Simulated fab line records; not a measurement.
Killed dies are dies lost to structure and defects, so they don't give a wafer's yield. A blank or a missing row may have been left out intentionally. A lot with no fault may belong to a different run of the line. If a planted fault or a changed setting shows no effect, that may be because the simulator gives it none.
Matching of chambers | flow n5Finfet | N5_DUMMY_GATE_STRIP_40 on rieDiel-02: 4 sister chambers
The step strips in CF4. 8 wafers are shown with their chamber, then 9 later ones without.

== WAFERS WITH THEIR CHAMBER ==
wafer  | chamber | showerheadPlenumPTorr (Torr) | oesProductAu (a.u.)
L075.1 | 2       | 1.80                         | 0.80
L075.6 | 1       | 1.78                         | 0.93
L084.5 | 0       | 1.86                         | 0.72
L085.4 | 1       | 1.77                         | 0.88
L085.5 | 3       | 1.75                         | 0.67
L088.2 | 2       | 1.79                         | 0.76
L088.3 | 0       | 1.86                         | 0.71
L088.5 | 3       | 1.75                         | 0.66

== WAFERS WHOSE CHAMBER IS MISSING ==
wafer  | showerheadPlenumPTorr (Torr) | oesProductAu (a.u.)
L089.1 | 1.75                         | 0.66
L089.3 | 1.86                         | 0.71
L089.4 | 1.79                         | 0.76
L091.1 | 1.79                         | 0.76
L091.2 | 1.77                         | 0.87
L091.4 | 1.75                         | 0.67
L092.4 | 1.79                         | 0.75
L092.5 | 1.86                         | 0.70
L092.6 | 1.77                         | 0.86

== CHAMBER TAKEN BY EACH ==
wafer  | from the rows above | in truth
L089.1 | 3                   | 3
L089.3 | 0                   | 0
L089.4 | 2                   | 2
L091.1 | 2                   | 2
L091.2 | 1                   | 1
L091.4 | 3                   | 3
L092.4 | 2                   | 2
L092.5 | 0                   | 0
L092.6 | 1                   | 1
9 of 9 placed correctly. From these rows, 0 cannot be placed. 0 placed wrongly.
How it was worked out, from the rows above alone: a wafer's distance from a chamber is the root of the sum, over the readings, of the square of ((its reading less the chamber's mean) divided by the reading's scatter). If the next closest chamber is less than 2 further off than the closest, the wafer can't be placed; otherwise it belongs to the closest. Each chamber's mean is taken over the wafers shown for it. The scatter: the root of (the sum of the squares of (reading less its chamber's mean) over the shown wafers, divided by (wafers less chambers)).
